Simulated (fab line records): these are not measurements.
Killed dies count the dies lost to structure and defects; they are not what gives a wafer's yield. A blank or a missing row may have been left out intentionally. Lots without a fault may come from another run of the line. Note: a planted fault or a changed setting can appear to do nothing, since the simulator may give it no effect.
Matching of chambers :: flow nand_harc :: 4 sister chambers for NHARC_THIN_TSV_ETCH_44 on rie_diel-09
The step etches the open film in CF4/O2, target depth 1594.2 nm, time 797.1 s. 7 wafers are shown with their chamber, then 7 later ones without.

== WAFERS WITH THEIR CHAMBER ==
wafer: L205.1
chamber: 3
showerhead_plenum_p_Torr (Torr): 1.96
rf_vpp_V (V): 802

wafer: L208.5
chamber: 1
showerhead_plenum_p_Torr (Torr): 1.74
rf_vpp_V (V): 788

wafer: L208.6
chamber: 0
showerhead_plenum_p_Torr (Torr): 1.71
rf_vpp_V (V): 788

wafer: L213.3
chamber: 1
showerhead_plenum_p_Torr (Torr): 1.74
rf_vpp_V (V): 787

wafer: L213.5
chamber: 2
showerhead_plenum_p_Torr (Torr): 1.90
rf_vpp_V (V): 797

wafer: L218.3
chamber: 2
showerhead_plenum_p_Torr (Torr): 1.89
rf_vpp_V (V): 799

wafer: L218.4
chamber: 3
showerhead_plenum_p_Torr (Torr): 1.96
rf_vpp_V (V): 802

== WAFERS WITH NO CHAMBER GIVEN ==
wafer: L218.6
showerhead_plenum_p_Torr (Torr): 1.71
rf_vpp_V (V): 786

wafer: L222.1
showerhead_plenum_p_Torr (Torr): 1.71
rf_vpp_V (V): 788

wafer: L222.2
showerhead_plenum_p_Torr (Torr): 1.89
rf_vpp_V (V): 800

wafer: L222.5
showerhead_plenum_p_Torr (Torr): 1.71
rf_vpp_V (V): 787

wafer: L224.2
showerhead_plenum_p_Torr (Torr): 1.71
rf_vpp_V (V): 786

wafer: L224.3
showerhead_plenum_p_Torr (Torr): 1.74
rf_vpp_V (V): 789

wafer: L224.5
showerhead_plenum_p_Torr (Torr): 1.96
rf_vpp_V (V): 800

== WHICH CHAMBER EACH WENT THROUGH ==
wafer: L218.6
from the rows above: 0
in truth: 0

wafer: L222.1
from the rows above: 0
in truth: 0

wafer: L222.2
from the rows above: 2
in truth: 2

wafer: L222.5
from the rows above: 0
in truth: 0

wafer: L224.2
from the rows above: 0
in truth: 0

wafer: L224.3
from the rows above: 1
in truth: 1

wafer: L224.5
from the rows above: 3
in truth: 3
Placed correctly: 7 of 7. From these rows, 0 cannot be placed. Placed wrongly: 0.
How it was worked out, from the rows above alone: a wafer's distance from a chamber is the root of the sum, over the readings, of the square of ((its reading less the chamber's mean) divided by the reading's scatter). If the next closest chamber is less than 2 further off than the closest, the wafer can't be placed; otherwise it belongs to the closest. For every chamber, the mean is computed from those of its wafers that are shown. The scatter: take each reading less its chamber's mean, square it, sum over the shown wafers, divide by the number of wafers less the number of chambers, and take the root.
